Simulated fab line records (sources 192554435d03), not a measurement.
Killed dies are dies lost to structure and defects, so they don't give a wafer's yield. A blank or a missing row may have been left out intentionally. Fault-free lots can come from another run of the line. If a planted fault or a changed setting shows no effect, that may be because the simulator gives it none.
fab line records    flow n5Finfet
record lots=10  wafers=29  lastDay=16
route steps=1938 shown HKMG_FIN@388 BEOL_M4@1085 BEOL_M5@1112 PASSIVATION@1936
lots that met no fault: from a run of the same line without faults
startH: start of the lot's first displayed wafer, in hours after the record's first day    waitH: time in hours since the lot's previous step    " identical to the entry in the row above    L1.1+2: one row covering several wafers at once    - no value, or no start given    * or withheld: withheld    < > ~ a bound
route shown NAME@n: a module of which the file shows steps, and the number in the route of the first    usual: mean/standard deviation of fault-free wafers    same: alike in all rows    chamber/n: place in a boat    sites: the reading at each site    _std_site: the values' standard deviation    _edge_site: mean of outer sites minus mean of inner sites    radiusMm: how far each site lies from the wafer's centre    mask NAME#n: copy n    behind: tool/chamber where the wafer was last shaped    hold: the reason the lot was held/the length of the hold in hours/how it ended    device: whichever transistor did not switch (one of n, p or np)    end of line: at the end of the route, the tests of the same wafers    for a step that has no rows: nothing shown but its recipe    killed: dies that structure and defects cost at the first sort, which is not the same as the wafer's yield    map: a wafer's dies, x killed, . not, _ none there
set.NAME: the setting as run; set.NAME@STEP: as run at that earlier step    model.NAME: the simulator's own value behind a step, which no gauge read
a sample of lots followed through the steps of the route, with each step as a table and each wafer as a row
services: from which hour (startH, from the record's first day; less than 0 if before it) a tool's chamber was out of use, for how many hours, and why
## steps
# step N5_HKMG_FIN_ALD_74
# recipe material=La2O3  targetThkA=5  tempC=250  aldPrecursorFamily=La-Cp  aldCoReactant=O3  pulseTimeS=6  coReactantPulseTimeS=1  purgeTimeS=3  coReactantPurgeTimeS=3
# usual heaterPowerW=352/32  precursorPulseHeightRel=1.003/0.018
lot.wafer  tool      chamber  startH  waitH  heaterPowerW  precursorPulseHeightRel
L860.3     aldHk-03  0        75.51   0.1    312           0.997
L860.4     "         1        "       "      333           1.024
L860.5     "         1        "       "      318           1.004
L862.1     aldHk-02  1        84.88   0.2    319           0.979
L862.3     "         0        "       "      356           0.976
L862.4     "         3        "       "      423           1.015
L863.1     aldHk-01  3        88.11   0.2    355           0.993
L863.3     "         0        "       "      350           0.974
L863.6     "         2        "       "      323           1.024
L865.1     aldHk-01  0        104.00  0.2    371           1.011
L865.4     "         2        "       "      324           1.002
L865.6     "         1        "       "      335           0.976
L866.1     aldHk-02  3        108.66  0.2    422           1.041
L866.3     "         0        "       "      363           1.020
L866.5     "         3        "       "      441           1.021
L867.1     aldHk-02  2        114.80  0.2    359           1.000
L867.2     "         1        "       "      336           1.021
L867.5     "         3        "       "      439           1.021
L870.2     aldHk-01  1        137.96  0.2    339           0.991
L870.4     "         0        "       "      362           0.993
L870.5     "         3        "       "      357           0.995
L871.2     aldHk-01  1        145.07  0.2    325           1.010
L871.4     "         0        "       "      369           1.023
L871.6     "         1        "       "      327           0.995
L872.1     aldHk-02  0        146.70  0.2    355           0.986
L872.2     "         2        "       "      354           1.024
L872.3     "         1        "       "      343           1.009
L877.2     aldHk-02  3        174.72  0.2    444           1.020
L877.4     "         1        "       "      333           0.998
# step N5_BEOL_M4_ANNEAL_49
# recipe tempC=400  timeS=240  ambient=vacuum
# usual heaterPowerW=796/76
lot.wafer  tool           chamber  startH  waitH  heaterPowerW
L860.3     pvdSputter-03  -        166.84  0.0    706
L860.4     "              -        "       "      840
L860.5     "              -        "       "      709
L862.1     pvdSputter-02  -        180.16  0.0    799
L862.3     "              -        "       "      818
L862.4     "              -        "       "      713
L865.1     pvdSputter-02  -        189.10  0.0    720
L865.4     "              -        "       "      831
L865.6     "              -        "       "      939
L863.1     pvdSputter-02  -        191.48  0.0    937
L863.3     "              -        "       "      705
L863.6     "              -        "       "      846
L866.1     pvdSputter-02  -        199.13  0.0    782
L866.3     "              -        "       "      942
L866.5     "              -        "       "      689
L867.1     pvdSputter-03  -        213.97  0.0    851
L867.2     "              -        "       "      735
L867.5     "              -        "       "      818
L870.2     pvdSputter-02  -        241.03  0.0    926
L870.4     "              -        "       "      791
L870.5     "              -        "       "      827
L872.1     pvdSputter-03  -        242.39  0.0    741
L872.2     "              -        "       "      804
L872.3     "              -        "       "      707
L871.2     pvdSputter-01  -        245.59  0.0    880
L871.4     "              -        "       "      825
L871.6     "              -        "       "      772
L877.2     pvdSputter-03  -        272.54  0.0    703
L877.4     "              -        "       "      709
# step N5_BEOL_M4_PRE_CLEAN_60
# recipe gas=NH3/H2  timeS=15  tempC=*  rfPowerW=300
# usual heaterPowerW=90/15
lot.wafer  tool      chamber  startH  waitH  heaterPowerW
L860.3     cvdCo-01  2        169.65  0.2    78
L860.4     "         2        "       "      82
L860.5     "         1        "       "      91
L862.1     cvdCo-02  2        182.66  0.0    103
L862.3     "         1        "       "      95
L862.4     "         1        "       "      94
L865.1     cvdCo-01  0        191.61  0.0    107
L865.4     "         0        "       "      105
L865.6     "         1        "       "      95
L863.1     cvdCo-01  1        194.04  0.0    93
L863.3     "         2        "       "      81
L863.6     "         1        "       "      90
L866.1     cvdCo-02  0        201.79  0.0    65
L866.3     "         1        "       "      94
L866.5     "         0        "       "      64
L867.1     cvdCo-01  0        216.47  0.0    106
L867.2     "         2        "       "      80
L867.5     "         2        "       "      81
L870.2     cvdCo-02  0        243.55  0.0    66
L870.4     "         2        "       "      102
L870.5     "         0        "       "      64
L872.1     cvdCo-01  2        245.21  0.3    83
L872.2     "         1        "       "      93
L872.3     "         0        "       "      107
L871.2     cvdCo-02  2        248.11  0.0    104
L871.4     "         1        "       "      96
L871.6     "         0        "       "      62
L877.2     cvdCo-02  0        275.06  0.0    64
L877.4     "         0        "       "      64
# step N5_BEOL_M4_RC_MEAS_101
# usual DIBL_N=35.9/1.4  DIBL_P=35.9/1.7  IOFF_N=0.155/0.023  IOFF_P=0.201/0.029  IOFF_P_85C=3.5/0.43  IOFF_P_LIN=0.096/0.011  IOFF_P_LONG=0.000103/7.6e-06  ION_N=672/8.8  ION_P=460/7  SS_N=71.6/0.48  SS_P=73.1/0.64  VT_N=250.0/3  VT_N_LVT=98.6/2.6  VT_P=-251.6/3  VT_P_LONG=-276.5/3
lot.wafer  tool       chamber  startH  waitH  DIBL_N[mV/V]  DIBL_P[mV/V]  IOFF_N[nA/um]  IOFF_P[nA/um]  IOFF_P_85C[nA/um]  IOFF_P_LIN[nA/um]  IOFF_P_LONG[nA/um]  ION_N[uA/um]  ION_P[uA/um]  SS_N[mV/dec]  SS_P[mV/dec]  VT_N[mV]  VT_N_LVT[mV]  VT_P[mV]  VT_P_LONG[mV]
L860.3     prober-02  0        170.23  0.3    34.6          35.1          0.131          0.195          3.4                0.094              0.000103            667           460           71.7          73.3          250.4     99.9          -252.1    -274.1
L860.4     "          0        "       "      38.2          38.6          0.191          0.252          4.2                0.114              0.000105            680           464           72.2          74.6          245.9     95.1          -250.6    -273.0
L860.5     "          0        "       "      37.1          37.4          0.174          0.229          3.9                0.105              0.000105            672           459           71.7          74.0          247.3     97.7          -249.8    -276.4
L862.1     prober-02  0        182.94  0.0    35.3          34.0          0.146          0.207          3.6                0.102              0.000124            672           469           71.8          72.6          252.7     99.1          -248.6    -271.3
L862.3     "          0        "       "      35.4          34.6          0.144          0.206          3.6                0.100              0.000118            670           462           71.1          73.0          250.4     100.4         -247.5    -273.7
L862.4     "          0        "       "      36.0          36.0          0.163          0.232          4.0                0.109              0.00012             688           475           72.0          73.2          248.6     98.4          -247.8    -272.8
L865.1     prober-01  0        191.89  0.0    32.8          34.9          0.126          0.168          3.0                0.081              0.0001              663           453           71.3          73.3          254.2     102.4         -257.0    -278.8
L865.4     "          0        "       "      35.5          37.1          0.165          0.200          3.5                0.094              9.8e-05             671           456           71.5          73.6          250.1     100.9         -254.1    -277.2
L865.6     "          0        "       "      35.6          37.1          0.161          0.208          3.7                0.097              9.9e-05             668           459           72.1          73.6          251.3     101.9         -250.2    -278.9
L863.1     prober-02  0        194.31  0.0    36.2          35.5          0.143          0.188          3.2                0.091              0.0001              669           458           71.7          72.4          251.5     100.0         -255.1    -274.9
L863.3     "          0        "       "      37.7          36.6          0.163          0.202          3.5                0.095              0.000101            666           456           72.1          73.5          251.0     99.2          -252.9    -278.2
L863.6     "          0        "       "      35.9          35.5          0.145          0.190          3.3                0.092              0.0001              674           462           71.3          72.6          250.1     99.1          -252.0    -276.9
L866.1     prober-01  0        202.06  0.0    34.1          35.0          0.128          0.162          2.9                0.081              9.7e-05             660           452           71.6          72.4          252.3     100.9         -254.1    -279.0
L866.3     "          0        "       "      35.3          36.8          0.150          0.179          3.2                0.087              9.3e-05             674           457           71.1          73.4          249.7     98.6          -254.3    -277.9
L866.5     "          0        "       "      36.0          37.7          0.161          0.186          3.4                0.089              9.3e-05             676           460           72.0          73.6          251.4     96.8          -253.0    -279.3
L867.1     prober-02  0        216.75  0.0    33.8          33.6          0.126          0.147          2.7                0.075              9.8e-05             669           453           70.9          72.7          251.1     97.4          -256.9    -279.1
L867.2     "          0        "       "      35.1          34.5          0.141          0.155          2.8                0.078              9.3e-05             669           443           71.8          72.7          251.5     96.4          -256.8    -280.2
L867.5     "          0        "       "      34.4          34.1          0.131          0.148          2.7                0.076              9.3e-05             665           448           70.8          72.1          252.5     97.0          -256.1    -278.0
L870.2     prober-01  0        243.98  0.2    34.5          35.1          0.126          0.184          3.3                0.091              0.000101            654           457           71.1          72.0          255.7     101.9         -250.0    -278.3
L870.4     "          0        "       "      37.0          37.8          0.169          0.221          3.8                0.102              0.000103            685           474           71.7          73.6          249.0     98.6          -250.5    -278.1
L870.5     "          0        "       "      35.2          35.1          0.134          0.179          3.2                0.089              9.8e-05             661           460           70.8          72.5          250.9     101.5         -252.3    -276.8
L872.1     prober-02  0        245.48  0.0    36.2          34.6          0.138          0.180          3.2                0.089              0.0001              671           461           70.9          72.2          249.2     99.6          -253.5    -273.7
L872.2     "          0        "       "      35.2          33.5          0.123          0.166          3.0                0.082              9.9e-05             666           453           70.5          72.1          253.1     100.6         -256.0    -275.9
L872.3     "          0        "       "      37.1          35.2          0.146          0.188          3.3                0.092              0.000104            672           462           71.4          72.7          251.4     98.8          -252.9    -274.8
L871.2     prober-01  0        248.54  0.2    33.6          36.2          0.151          0.208          3.6                0.102              0.000105            674           467           71.8          72.9          248.0     95.8          -249.2    -274.1
L871.4     "          0        "       "      34.7          37.1          0.157          0.220          3.7                0.106              0.000105            673           465           71.6          74.4          249.8     96.6          -249.0    -276.4
L871.6     "          0        "       "      33.2          35.7          0.140          0.197          3.4                0.098              0.000103            665           463           71.6          73.1          250.3     97.2          -251.5    -277.9
L877.2     prober-02  0        275.49  0.2    36.4          35.5          0.143          0.189          3.3                0.092              0.000103            663           457           72.0          73.6          251.3     100.8         -252.0    -277.5
L877.4     "          0        "       "      35.6          35.2          0.139          0.096          1.9                0.047              6.6e-05             666           427           71.2          72.5          253.8     82.7          -271.9    -295.6
# step N5_BEOL_M5_ILD_DEP_00
# recipe material=SiCOH_lowk  targetThkA=1406.4  tempC=300  precursor=DEMS/porogen  pressureTorr=5  rfW=500  timeS=25.9
# usual heaterPowerW=359/66  showerheadPlenumPTorr=5.740/0.014  throttleValvePct=13.5/0.84
lot.wafer  tool      chamber  startH  waitH  heaterPowerW  showerheadPlenumPTorr  throttleValvePct
L860.3     pecvd-04  0        170.89  0.5    379           5.754                  12.8
L860.4     "         2        "       "      407           5.739                  13.7
L860.5     "         1        "       "      446           5.716                  13.5
L862.1     pecvd-04  1        183.90  0.8    434           5.715                  13.4
L862.3     "         2        "       "      410           5.748                  13.9
L862.4     "         0        "       "      324           5.740                  12.5
L865.1     pecvd-04  1        192.85  0.8    401           5.707                  13.2
L865.4     "         0        "       "      362           5.759                  12.9
L865.6     "         2        "       "      361           5.712                  13.7
L863.1     pecvd-01  2        195.28  0.8    290           5.752                  12.6
L863.3     "         0        "       "      303           5.743                  14.7
L863.6     "         0        "       "      317           5.758                  14.9
L866.1     pecvd-01  0        203.06  0.8    302           5.738                  14.9
L866.3     "         2        "       "      316           5.749                  12.4
L866.5     "         1        "       "      236           5.715                  14.1
L867.1     pecvd-03  1        217.71  0.8    262           5.731                  15.1
L867.2     "         2        "       "      389           5.736                  14.2
L867.5     "         0        "       "      247           5.738                  15.0
L870.2     pecvd-03  2        244.79  0.7    413           5.728                  13.9
L870.4     "         0        "       "      229           5.733                  14.9
L870.5     "         1        "       "      262           5.744                  15.4
L872.1     pecvd-04  2        246.44  0.8    397           5.730                  12.8
L872.2     "         0        "       "      401           5.741                  12.9
L872.3     "         1        "       "      371           5.715                  13.5
L871.2     pecvd-03  0        249.34  0.7    201           5.752                  14.8
L871.4     "         2        "       "      417           5.727                  13.9
L871.6     "         1        "       "      275           5.742                  15.2
L877.2     pecvd-01  2        276.30  0.7    318           5.759                  12.3
L877.4     "         0        "       "      264           5.744                  14.7
# step N5_PASSIVATION_PROBE_49
# usual defectLimitedYield=91.7/1.5  killed_at_M0_to_M3=30/8.6  killed_at_M4_up=12/4.5  killedAtContacts=13/5.8  killedAtFrontEnd=38/11  killedAtOther=4/3  killedDies=97/17  killedOpen=63/12  killedShort=32/8.8  sort_bin_5_function=4.8/0.91  sort_bin_6_memory=3.1/0.68  sort_bin_8_speed=0/0  sortNPass=1083/17  sortYieldPct=91.7/1.5
# same grossDies=1180  killedAtBackSide=0  sort_bin_4_leakage[%]=0
lot.wafer  tool       chamber  startH  waitH  defectLimitedYield[%]  killed_at_M0_to_M3  killed_at_M4_up  killedAtContacts  killedAtFrontEnd  killedAtOther  killedDies  killedOpen  killedShort  sort_bin_5_function[%]  sort_bin_6_memory[%]  sort_bin_8_speed[%]  sortNPass  sortYieldPct[%]
L862.1     prober-01  -        294.22  0.0    90.4                   36                  12               5                 53                7              113         79          31           6.0                     3.4                   0                    1067       90.4
L862.3     prober-01  -        294.32  0.1    91.9                   23                  16               12                37                8              96          60          34           4.0                     3.5                   0                    1084       91.9
L862.4     prober-01  -        294.37  0.2    92.4                   31                  9                7                 32                11             90          56          31           4.6                     2.6                   0                    1090       92.4
L865.1     prober-01  -        298.25  0.0    92.0                   30                  6                8                 46                4              94          61          28           4.5                     3.3                   0                    1086       92.0
L865.4     prober-01  -        298.40  0.2    92.2                   26                  11               13                38                4              92          60          31           4.6                     2.7                   0                    1088       92.2
L865.6     prober-01  -        298.50  0.3    92.3                   29                  7                10                36                9              91          55          29           4.7                     2.0                   0                    1089       92.3
L863.1     prober-02  -        302.16  0.0    94.0                   16                  6                4                 41                4              71          47          22           4.0                     1.7                   0                    1109       94.0
L863.3     prober-02  -        302.26  0.1    91.2                   28                  14               11                48                3              104         68          33           5.8                     2.7                   0                    1076       91.2
L863.6     prober-02  -        302.41  0.3    88.9                   48                  19               9                 44                11             131         90          39           6.1                     4.4                   0                    1049       88.9
L870.2     prober-01  -        343.90  0.1    91.6                   45                  8                18                28                0              99          64          35           4.6                     3.4                   0                    1081       91.6
L870.4     prober-01  -        344.00  0.2    89.5                   43                  18               14                47                2              124         77          46           5.3                     4.7                   0                    1056       89.5
L870.5     prober-01  -        344.05  0.2    90.0                   38                  8                12                60                0              118         68          48           5.9                     3.9                   0                    1062       90.0
L872.1     prober-02  -        349.39  0.0    90.9                   34                  11               9                 41                12             107         73          32           4.3                     4.2                   0                    1073       90.9
L872.2     prober-02  -        349.44  0.1    91.9                   31                  10               9                 43                3              96          51          41           5.3                     2.5                   0                    1084       91.9
L872.3     prober-02  -        349.49  0.1    89.6                   35                  24               15                48                1              123         80          42           6.0                     3.8                   0                    1057       89.6
L877.2     prober-02  -        385.17  0.1    91.0                   40                  19               11                36                0              106         78          28           4.8                     3.8                   0                    1074       91.0
L877.4     prober-02  -        385.27  0.2    89.6                   47                  12               8                 47                9              123         90          32           6.2                     3.9                   28.05                726        61.5
# killed by level:class
L862.1 STI_FIN_REVEAL:geometricParticle:open=12 BEOL_M1:geometricParticle:open=9 FIN_SAQP:geometricParticle:short=7 DUMMY_GATE:geometricParticle:open=7 BEOL_M2:geometricParticle:open=7 BEOL_M3:geometricParticle:open=6 FIN_SAQP:geometricParticle:open=5 MOL_CONTACT_COAG:geometricParticle:open=5
L862.3 MOL_CONTACT_COAG:geometricParticle:open=10 FIN_SAQP:geometricParticle:open=7 BEOL_M1:geometricParticle:open=7 STI_FIN_REVEAL:geometricParticle:open=6 DUMMY_GATE:geometricParticle:open=5 BEOL_M0_SAQP:geometricParticle:short=5 BEOL_M7:geometricParticle:open=5 STARTING-WAFER:geometricParticle:short=5
L862.4 STI_FIN_REVEAL:geometricParticle:open=13 BEOL_M0_SAQP:geometricParticle:short=8 BEOL_M3:geometricParticle:open=6 MIM_BOT:geometricParticle:short=6 FIN_SAQP:geometricParticle:open=5 MOL_CONTACT_COAG:geometricParticle:open=5 BEOL_M0_SAQP:geometricParticle:open=5 BEOL_M1:geometricParticle:open=5
L865.1 STI_FIN_REVEAL:geometricParticle:open=11 BEOL_M1:geometricParticle:open=10 FIN_SAQP:geometricParticle:short=9 FIN_SAQP:geometricParticle:open=8 DUMMY_GATE:geometricParticle:open=6 MOL_CONTACT_COAG:geometricParticle:open=5 BEOL_M0_SAQP:geometricParticle:open=4 SD_EPI_P:coatMicrobubblePrinted=4
L865.4 MOL_CONTACT_COAG:geometricParticle:open=9 FIN_SAQP:geometricParticle:open=8 BEOL_M0_SAQP:geometricParticle:open=7 BEOL_M1:geometricParticle:open=7 BEOL_M0_SAQP:geometricParticle:short=6 STARTING-WAFER:geometricParticle:short=6 FIN_SAQP:geometricParticle:short=5 STI_FIN_REVEAL:geometricParticle:open=5
L865.6 BEOL_M0_SAQP:geometricParticle:open=10 MOL_CONTACT_COAG:geometricParticle:open=9 BEOL_M0_SAQP:geometricParticle:short=6 STI_FIN_REVEAL:geometricParticle:open=5 GATE_CUT:geometricParticle:short=5 GATE_CUT:geometricParticle:open=5 BEOL_M1:geometricParticle:open=5 BEOL_M8:geometricParticle:open=5
L863.1 FIN_SAQP:geometricParticle:short=10 FIN_SAQP:geometricParticle:open=7 STI_FIN_REVEAL:geometricParticle:open=5 MOL_CONTACT_COAG:geometricParticle:open=4 BEOL_M0_SAQP:geometricParticle:open=4 BEOL_M3:geometricParticle:open=4 DUMMY_GATE:geometricParticle:open=3 BEOL_M1:geometricParticle:open=3
L863.3 STI_FIN_REVEAL:geometricParticle:open=11 MOL_CONTACT_COAG:geometricParticle:open=9 FIN_SAQP:geometricParticle:short=8 BEOL_M4:geometricParticle:open=8 BEOL_M2:geometricParticle:open=7 FIN_SAQP:geometricParticle:open=6 DUMMY_GATE:geometricParticle:open=6 BEOL_M1:geometricParticle:open=5
L863.6 BEOL_M0_SAQP:geometricParticle:open=12 BEOL_M3:geometricParticle:open=12 STI_FIN_REVEAL:geometricParticle:open=9 MOL_CONTACT_COAG:geometricParticle:open=9 BEOL_M0_SAQP:geometricParticle:short=9 FIN_SAQP:geometricParticle:open=7 BEOL_M4:geometricParticle:open=7 BEOL_M1:geometricParticle:open=6
L870.2 MOL_CONTACT_COAG:geometricParticle:open=15 FIN_SAQP:geometricParticle:short=13 BEOL_M0_SAQP:geometricParticle:open=9 BEOL_M2:geometricParticle:open=8 BEOL_M2:geometricParticle:short=7 BEOL_M1:geometricParticle:open=6 BEOL_M3:geometricParticle:open=6 FIN_SAQP:geometricParticle:open=4
L870.4 FIN_SAQP:geometricParticle:short=20 BEOL_M2:geometricParticle:open=15 FIN_SAQP:geometricParticle:open=12 MOL_CONTACT_COAG:geometricParticle:open=12 BEOL_M2:geometricParticle:short=6 BEOL_M0_SAQP:geometricParticle:open=5 BEOL_M3:geometricParticle:open=5 BEOL_M4:geometricParticle:open=5
L870.5 FIN_SAQP:geometricParticle:short=25 FIN_SAQP:geometricParticle:open=13 MOL_CONTACT_COAG:geometricParticle:open=11 BEOL_M0_SAQP:geometricParticle:short=8 BEOL_M2:geometricParticle:open=8 BEOL_M3:geometricParticle:open=7 BEOL_M0_SAQP:geometricParticle:open=6 STI_FIN_REVEAL:geometricParticle:open=4
L872.1 BEOL_M0_SAQP:geometricParticle:open=9 FIN_SAQP:geometricParticle:short=8 DUMMY_GATE:geometricParticle:open=8 MOL_CONTACT_COAG:geometricParticle:open=8 BEOL_M0_SAQP:geometricParticle:short=8 PAD_METAL:geometricParticle:open=7 BEOL_M1:geometricParticle:open=6 FIN_SAQP:geometricParticle:open=5
L872.2 BEOL_M3:geometricParticle:short=10 GATE_CUT:geometricParticle:short=8 STI_FIN_REVEAL:geometricParticle:open=7 MOL_CONTACT_COAG:geometricParticle:open=7 STARTING-WAFER:geometricParticle:short=7 BEOL_M2:geometricParticle:open=6 BEOL_M3:geometricParticle:open=6 BEOL_M0_SAQP:geometricParticle:open=5
L872.3 BEOL_M1:geometricParticle:open=14 MOL_CONTACT_COAG:geometricParticle:open=11 BEOL_M4:geometricParticle:open=10 FIN_SAQP:geometricParticle:short=9 DUMMY_GATE:geometricParticle:open=8 GATE_CUT:geometricParticle:short=7 BEOL_M0_SAQP:geometricParticle:open=7 GATE_CUT:geometricParticle:open=6
L877.2 BEOL_M3:geometricParticle:open=16 BEOL_M4:geometricParticle:open=13 STI_FIN_REVEAL:geometricParticle:open=11 MOL_CONTACT_COAG:geometricParticle:open=10 BEOL_M0_SAQP:geometricParticle:open=10 BEOL_M0_SAQP:geometricParticle:short=8 FIN_SAQP:geometricParticle:short=4 ILD0:geometricParticle:open=4
L877.4 STI_FIN_REVEAL:geometricParticle:open=13 BEOL_M0_SAQP:geometricParticle:open=11 BEOL_M2:geometricParticle:open=8 BEOL_M3:geometricParticle:open=8 FIN_SAQP:geometricParticle:open=7 ILD0:geometricParticle:open=7 ILD0:geometricParticle:short=7 MOL_CONTACT_COAG:geometricParticle:open=7
## services
tool           chamber  startH  hours  kind
aldHk-01       -        62.95   0.7    repair
pecvd-01       2        75.70   6.5    repair
pecvd-04       2        87.76   4.7    repair
pecvd-04       -        100.78  6.0    pm
pvdSputter-02  -        104.76  2.3    repair
aldHk-03       -        104.83  0.7    repair
cvdCo-02       2        110.89  11.5   repair
cvdCo-01       1        116.18  24.8   repair
cvdCo-02       1        122.41  -      clean
aldHk-02       -        127.57  8.7    pm
pecvd-04       -        133.79  2.8    pm
pecvd-04       -        138.03  0.5    repair
pecvd-01       -        146.33  0.9    repair
aldHk-01       -        169.61  0.7    repair
aldHk-01       -        176.61  8.7    pm
pecvd-04       -        181.78  1.6    repair
pecvd-03       2        185.47  8.2    repair
aldHk-03       -        189.28  1.4    repair
pecvd-03       -        193.15  14.6   pm
aldHk-02       -        225.32  2.8    pm
cvdCo-01       -        228.17  6.0    pm
pecvd-03       -        228.69  2.8    pm
pecvd-01       -        232.63  14.6   pm
aldHk-01       -        248.73  0.7    repair
## key
firstSign step=N5_BEOL_M4_RC_MEAS_101  reading=VT_P  direction=down  sigmas=6.8  usual=-251.6  struck=-271.9
effect step=N5_BEOL_M4_RC_MEAS_101  reading=VT_P_LONG  direction=down  sigmas=6.4  usual=-276.5  struck=-295.6
effect step=N5_BEOL_M4_RC_MEAS_101  reading=VT_N_LVT  direction=down  sigmas=6.1  usual=98.6  struck=82.7
effect step=N5_BEOL_M4_RC_MEAS_101  reading=IOFF_P_LONG  direction=down  sigmas=4.8  usual=0.000103  struck=6.6e-05
effect step=N5_BEOL_M4_RC_MEAS_101  reading=ION_P  direction=down  sigmas=4.6  usual=460  struck=427
effect step=N5_BEOL_M4_RC_MEAS_101  reading=IOFF_P_LIN  direction=down  sigmas=4.5  usual=0.096  struck=0.047
effect step=N5_BEOL_M4_RC_MEAS_101  reading=IOFF_P_85C  direction=down  sigmas=3.8  usual=3.5  struck=1.9
effect step=N5_BEOL_M4_RC_MEAS_101  reading=IOFF_P  direction=down  sigmas=3.7  usual=0.201  struck=0.096
effect step=N5_PASSIVATION_PROBE_49  reading=sort_bin_8_speed  direction=up  sigmas=99+  usual=0  struck=28.05
metAt N5_HKMG_FIN_ALD_74
struckLots L877
struckWafers L877.4
notActingAt N5_BEOL_M4_ANNEAL_49,N5_BEOL_M4_PRE_CLEAN_60,N5_BEOL_M5_ILD_DEP_00
onsetBetween 146.70 174.72
fault kind=processParameterDrift  tool=aldHk-02  chamber=-  onsetH=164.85  steps=N5_HKMG_FIN_ALD_74  channel=targetThkA  offset=*  shape=step  endH=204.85  scope=struckWafersOnly  actsIn=*  stated=*
